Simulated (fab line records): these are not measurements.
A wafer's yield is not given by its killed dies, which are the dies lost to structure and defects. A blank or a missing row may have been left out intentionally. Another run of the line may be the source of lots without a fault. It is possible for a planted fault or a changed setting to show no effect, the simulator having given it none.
The tool behind it: which one? -- flow n5-finfet -- Sampling: 9 lots, 27 wafers, 5 of 1938 route steps

== WHAT EACH GAUGE READ, for each wafer ==
N5_FIN_SAQP_CD_MEAS_37: the cd target is 8 nm. Usual: cd-nm 8.1 nm, standard deviation 0.31.
lot,measured,on,cd-nm (nm),flag
L958,day 2 01:47,cd-sem-01,8.1 7.7 8.6,
L960,day 2 15:27,cd-sem-03,7.9 7.8 8.1,
L962,day 3 01:48,cd-sem-02,8.0 8.2 8.3,
L963,day 3 11:04,cd-sem-02,8.2 7.9 8.3,
L966,day 4 02:15,cd-sem-02,8.9 8.1 8.4,
L972,day 5 14:40,cd-sem-01,8.0 8.3 8.8,
L973,day 5 20:45,cd-sem-02,8.0 7.7 8.1,
L975,day 6 07:40,cd-sem-02,7.9 8.3 8.1,
L981,day 7 21:40,cd-sem-02,8.1 8.0 7.8,

N5_BEOL_M4_RC_MEAS_101. Usual: DIBL_N 37.0 mV/V, standard deviation 2.3; DIBL_P 37.3 mV/V, standard deviation 2.8; IOFF_N 0.17 nA/um, standard deviation 0.046; IOFF_P 0.23 nA/um, standard deviation 0.054; ION_N 675 uA/um, standard deviation 14; ION_P 460 uA/um, standard deviation 9.3; SS_N 71.7 mV/dec, standard deviation 0.73; SS_P 73.6 mV/dec, standard deviation 0.95; VT_N 249 mV, standard deviation 3.9; VT_P -250 mV, standard deviation 3.9.
lot,measured,on,DIBL_N (mV/V),DIBL_P (mV/V),IOFF_N (nA/um),IOFF_P (nA/um),ION_N (uA/um),ION_P (uA/um),SS_N (mV/dec),SS_P (mV/dec),VT_N (mV),VT_P (mV),flag
L958,day 7 23:18,prober-02,40.3 37.1 43.8,40.9 35.4 44.8,0.23 0.15 0.36,0.31 0.21 0.42,680 676 712,471 464 478,72.2 71.3 73.7,74.8 73.7 76.2,243 251 240,-246 -251 -243,
L960,day 8 05:23,prober-02,39.7 36.8 33.8,40.0 37.0 34.2,0.23 0.16 0.13,0.29 0.21 0.18,673 670 662,460 462 458,72.5 71.8 71.0,74.6 74.2 72.5,247 250 250,-249 -252 -252,
L966,day 10 05:55,prober-01,38.9 37.5 38.8,41.4 38.2 40.7,0.20 0.16 0.21,0.29 0.23 0.28,679 682 691,467 470 474,71.3 72.1 72.2,74.8 74.1 74.7,248 249 248,-246 -250 -246,
L972,day 12 16:50,prober-01,34.0 40.2 38.4,32.0 40.6 38.3,0.10 0.21 0.18,0.16 0.31 0.26,656 663 656,456 458 453,70.8 73.1 73.0,72.3 74.7 74.2,256 250 247,-253 -247 -249,
L973,day 12 11:37,prober-01,36.8 39.9 36.6,37.9 41.1 36.6,0.16 0.19 0.16,0.22 0.27 0.19,677 679 673,459 466 457,71.4 72.4 71.0,72.9 74.2 73.1,249 248 248,-250 -249 -252,
L975,day 12 22:21,prober-02,33.5 36.2 37.3,30.7 35.0 35.0,0.10 0.14 0.16,0.13 0.18 0.18,640 664 666,440 452 448,71.0 71.2 72.1,72.3 73.1 73.3,257 250 250,-258 -254 -253,
L981,day 14 06:08,prober-01,37.3 37.0 33.1,38.5 38.7 34.3,0.16 0.17 0.10,0.18 0.18 0.13,675 675 656,450 449 445,72.0 71.9 70.3,74.2 73.9 72.1,252 251 256,-257 -256 -258,

== WHAT TOOL EACH LOT RAN ON (gives the tool, then ch and the chambers of the sampled wafers, and finally the start) ==
lot,N5_FIN_SAQP_ETCH_64,N5_FIN_CUT_ETCH_30,N5_FIN_CUT_CUT_ETCH_28
L958,"rie-si-05 ch 0,1,2, day 2 01:39","rie-diel-04 ch 2,3, day 2 02:31","rie-si-02 ch 0,1,3, day 2 03:10"
L960,"rie-si-05 ch 1,2,3, day 2 15:19","rie-diel-04 ch 0,1,3, day 2 16:15","rie-si-06 ch 0,1,3, day 2 16:54"
L962,"rie-si-04 ch 1,2,3, day 3 01:40","rie-diel-06 ch 0,1,3, day 3 02:23","rie-si-02 ch 1,2, day 3 03:02"
L963,"rie-si-03 ch 0,1,2, day 3 10:56","rie-diel-02 ch 0,1,3, day 3 11:47","rie-si-06 ch 0,1,2, day 3 12:26"
L966,"rie-si-05 ch 0,1,3, day 4 02:07","rie-diel-06 ch 0,1,3, day 4 03:02","rie-si-02 ch 0,1,3, day 4 03:41"
L972,"rie-si-05 ch 0,2,3, day 5 14:31","rie-diel-04 ch 1,3, day 5 15:24","rie-si-01 ch 0,1,2, day 5 16:04"
L973,"rie-si-03 ch 2,3, day 5 20:35","rie-diel-06 ch 1,2,3, day 5 21:29","rie-si-02 ch 2,3, day 5 22:08"
L975,"rie-si-04 ch 0,1,2, day 6 07:32","rie-diel-04 ch 0,3, day 6 08:26","rie-si-02 ch 0,3, day 6 09:05"
L981,"rie-si-05 ch 2,3, day 7 21:31","rie-diel-04 ch 1,2,3, day 7 22:15","rie-si-02 ch 1,2,3, day 7 23:11"
- N5_FIN_SAQP_ETCH_64: etches SiO2 in CF4, target depth 1.5 nm.
- N5_FIN_CUT_ETCH_30: etches underlayer in N2/H2, target depth 13 nm, time 10.4 s.
- N5_FIN_CUT_CUT_ETCH_28: etches Si in HBr/Cl2/O2, target depth 6 nm, time 2.4 s.

== AS READ BY THE TOOLS THEMSELVES (means over the sampled wafers that have a number; for cases with no such wafer, the mark the record gives instead) ==
N5_FIN_SAQP_ETCH_64. Usual: bias-w 400.0 W, standard deviation 1.1; cf4-flow-sccm 79.99 sccm, standard deviation 0.24; drypump-motor-current-A 5.5 A, standard deviation 0.61; oes-product-au 1.009 a.u., standard deviation 0.023; throttle-valve-pct 21.79 %, standard deviation 0.28.
lot,tool,bias-w (W),cf4-flow-sccm (sccm),drypump-motor-current-A (A),oes-product-au (a.u.),throttle-valve-pct (%),flag
L958,rie-si-05,400.0,80.20,5.6,1.009,21.89,
L960,rie-si-05,399.3,79.89,5.6,1.007,21.78,
L962,rie-si-04,398.6,79.68,5.1,1.022,21.90,
L963,rie-si-03,400.8,79.77,5.6,1.005,21.61,
L966,rie-si-05,400.2,79.82,5.4,0.997,21.85,
L972,rie-si-05,401.0,80.11,5.9,1.023,21.57,
L973,rie-si-03,400.5,79.84,5.3,0.977,21.83,
L975,rie-si-04,400.2,80.14,5.6,1.026,21.84,
L981,rie-si-05,398.2,79.93,6.1,1.017,21.49,

N5_FIN_CUT_ETCH_30. Usual: bias-w 150.0 W, standard deviation 0.45; chamber-pressure-mTorr 30.00 mTorr, standard deviation 0.03; drypump-motor-current-A 5.7 A, standard deviation 0.52; etch-rf-on-time-s 10.4 s, standard deviation 0.37; oes-product-au 0.65 a.u., standard deviation 0.061; rf-vpp-V 524.1 V, standard deviation 2.6; showerhead-plenum-p-Torr 2.55 Torr, standard deviation 0.093; throttle-valve-pct 17.77 %, standard deviation 0.28.
lot,tool,bias-w (W),chamber-pressure-mTorr (mTorr),drypump-motor-current-A (A),etch-rf-on-time-s (s),oes-product-au (a.u.),rf-vpp-V (V),showerhead-plenum-p-Torr (Torr),throttle-valve-pct (%),flag
L958,rie-diel-04,150.4,30.01,5.6,10.8,0.62,522.8,2.49,17.71,
L960,rie-diel-04,149.9,29.99,5.8,10.8,0.63,524.7,2.59,17.73,
L962,rie-diel-06,150.7,30.02,5.5,10.2,0.69,523.5,2.57,17.74,
L963,rie-diel-02,149.8,30.02,6.0,10.4,0.61,524.5,2.60,17.73,
L966,rie-diel-06,150.3,30.02,5.5,10.3,0.68,524.8,2.56,17.75,
L972,rie-diel-04,150.0,29.97,6.1,10.6,0.62,523.1,2.58,17.73,
L973,rie-diel-06,149.8,30.01,5.6,10.1,0.73,522.0,2.50,17.66,
L975,rie-diel-04,150.2,30.01,5.5,10.7,0.62,524.2,2.58,17.84,
L981,rie-diel-04,149.7,30.00,5.7,10.7,0.61,523.7,2.56,17.76,

N5_FIN_CUT_CUT_ETCH_28. Usual: HBr_flow_sccm 150.0 sccm, standard deviation 0.49; O2_flow_sccm 12.00 sccm, standard deviation 0.039; drypump-motor-current-A 5.7 A, standard deviation 0.4; oes-product-au 0.997 a.u., standard deviation 0.017; throttle-valve-pct 37.4 %, standard deviation 0.45.
lot,tool,HBr_flow_sccm (sccm),O2_flow_sccm (sccm),drypump-motor-current-A (A),oes-product-au (a.u.),throttle-valve-pct (%),flag
L958,rie-si-02,149.5,11.98,5.9,1.004,37.7,
L960,rie-si-06,150.1,12.03,5.7,0.995,36.9,
L962,rie-si-02,-,-,-,-,-,OFF
L963,rie-si-06,-,-,-,-,-,OFF
L966,rie-si-02,150.2,12.02,5.9,0.998,37.7,
L972,rie-si-01,150.2,12.04,5.6,0.999,37.2,
L973,rie-si-02,149.4,12.02,6.0,0.988,37.5,
L975,rie-si-02,150.1,11.97,6.1,0.995,37.5,
L981,rie-si-02,149.9,12.04,5.8,0.991,37.7,

== THE ANSWER, worked out from the rows above alone ==
Rule: a lot counts as off when the mean over its wafers that have a number is more than 3 standard deviations away from the usual mean. Also off: a lot with no number at a reading for which 4 or more lots have one. All remaining lots with rows at the step are treated as sound. The gauges are gone through in route order, then the tools' own readings, and for those a lot's mean is taken as printed above. At the first step where some lot is off, the reading lying furthest off is the one used; lots without a number count as furthest.
Off: L962, L963, at N5_FIN_CUT_CUT_ETCH_28 (HBr_flow_sccm). Without a number there: L962, L963.
A tool fits if, at that step or a process step before it, it ran every lot that is off, and no sound lot after the first of them. Not one of the candidates tried fits.

== WHAT THE SIMULATOR HAD PUT IN ==
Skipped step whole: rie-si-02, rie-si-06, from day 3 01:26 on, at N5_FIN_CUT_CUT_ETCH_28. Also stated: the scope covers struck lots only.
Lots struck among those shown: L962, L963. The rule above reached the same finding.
